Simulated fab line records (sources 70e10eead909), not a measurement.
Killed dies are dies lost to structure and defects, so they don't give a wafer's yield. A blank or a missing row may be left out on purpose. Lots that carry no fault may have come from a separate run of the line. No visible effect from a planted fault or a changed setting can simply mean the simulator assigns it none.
Comparing a struck lot with a sound one + flow nand-harc + 14 steps out of a route of 1302
Sound: the wafers L642.2, L642.3, L642.5. Struck: wafer L639.5 (L639.1, L639.4, from the same lot, were not struck and are left out); the cause is given at the end.
Per side, at each step with rows, come the tool, then ch with its chambers, and then its first start. Under that, the readings that differ: sound wafers + struck wafers + difference of the means + sigmas: that difference in standard deviations of wafers without a fault.
alike: same words and numbers on both sides, and readings whose means sit less than 2 such deviations apart. not compared: any withheld reading, any reading some wafer has no value for, any bound like >300 that may hide the same value, and any number with overlapping values for which the record gives no deviation.
Wherever a step has rows on one side only, a row that says differs or no value, or a row with sigmas, the two part there. Numbers that don't overlap but have no deviation are shown without sigmas and don't part them. Lack of a reading on every wafer of one side parts them only where that side has two or more wafers.

NHARC_P_CONTACT_CD_MEAS_19:
  sound on cd-sem-02, day 12 02:19; struck on cd-sem-01, day 10 17:56
  alike: cd-nm
NHARC_P_CONTACT_STRIP_28: strips in O2.
  sound on rie-diel-06 ch 0,2,3, day 12 02:23; struck on rie-diel-06 ch 2, day 10 18:01
  alike: drypump-motor-current-A, oes-product-au, rf-vpp-V, showerhead-plenum-p-Torr, throttle-valve-pct
  not compared: rf-hours-counter-h
then, 1 step without rows for these wafers: NHARC_P_CONTACT_STRIP_29 (strips in post etch residue remover, time 1200 s).
NHARC_P_CONTACT_DEGAS_38: time 60 s.
  sound on pvd-sputter-03, day 12 03:02; struck on pvd-sputter-02, day 10 18:39
  alike: heater-power-w
then, 1 step without rows for these wafers: NHARC_P_CONTACT_PRE_CLEAN_39 (time 19.5 s).
NHARC_P_CONTACT_PVD_32: deposits Ti, target thk 5 nm, time 17.7 s.
  sound on pvd-sputter-03; struck on pvd-sputter-02
  alike: throttle-valve-pct
then, 1 step without rows for these wafers: NHARC_P_CONTACT_ALD_22 (deposits TiN, target thk 3 nm, pulse time 1 s, ald cycles 150).
NHARC_P_CONTACT_CVD_23: deposits W, target thk 200 nm, time 557 s.
  sound on cvd-w-01 ch 0,1; struck on cvd-w-02 ch 0
| reading                | sound          | struck | difference | sigmas |
|------------------------|----------------|--------|------------|--------|
| throttle-valve-pct (%) | 8.01 8.30 7.95 | 8.61   | +0.52      | +2     |
  alike: chamber-pressure-Torr, heater-power-outer-w, heater-power-w, mfc-wf6-sccm
NHARC_P_CONTACT_CMP_24: polishes, t overpolish 30 s, target thk 200 nm.
  sound on cmp-03 ch 0,2,3, day 12 04:10; struck on cmp-01 ch 1, day 10 19:44
| reading              | sound                | struck | difference | sigmas |
|----------------------|----------------------|--------|------------|--------|
| overpolish-run-s (s) | 29.990 29.995 30.011 | 30.019 | +0.020     | +2     |
  alike: motor-current-A, retaining-ring-pressure-frac, time-to-endpoint-s
then, 1 step without rows for these wafers: NHARC_P_CONTACT_SRD_26.
NHARC_P_CONTACT_INSPECT_27:
  sound on defect-inspect-01, day 12 04:34; struck on defect-inspect-01, day 10 20:08
  alike: raw-defect-count
NHARC_P_M0_DEP_00: deposits SiOC, target thk 150 nm.
  sound on pecvd-02 ch 0,1, day 12 04:41; struck on pecvd-04 ch 1, day 10 20:12
| reading              | sound             | struck | difference | sigmas |
|----------------------|-------------------|--------|------------|--------|
| rf-fwd-power-W (W)   | 598.5 599.9 598.0 | 697.5  | +98.7      | +52    |
| showerhead-vpp-V (V) | 1466 1456 1424    | 1738   | +289       | +5     |
  alike: chamber-pressure-Torr
then, 1 step without rows for these wafers: NHARC_P_M0_DEHYDRATE_01 (time 120 s).
-- jump in the record: it breaks off in module P_M0 and resumes in module END (first step shown: number 1302 of the route), and 18 days separate the struck wafers' starts before and after --
NHARC_END_SORT_01:
  sound on prober-01 ch 0, day 30 05:11; struck on prober-02 ch 0, day 29 01:46
  alike: defect-limited-yield, killed-at-array, killed-at-other, killed-at-periphery, killed-dies, killed-open, killed-short

WHERE THEY PART
First at NHARC_P_CONTACT_CVD_23; last, within this record, at NHARC_P_M0_DEP_00. Later steps at which nothing parts them and some readings are alike: NHARC_END_SORT_01.

WHY: whatever the simulator had introduced
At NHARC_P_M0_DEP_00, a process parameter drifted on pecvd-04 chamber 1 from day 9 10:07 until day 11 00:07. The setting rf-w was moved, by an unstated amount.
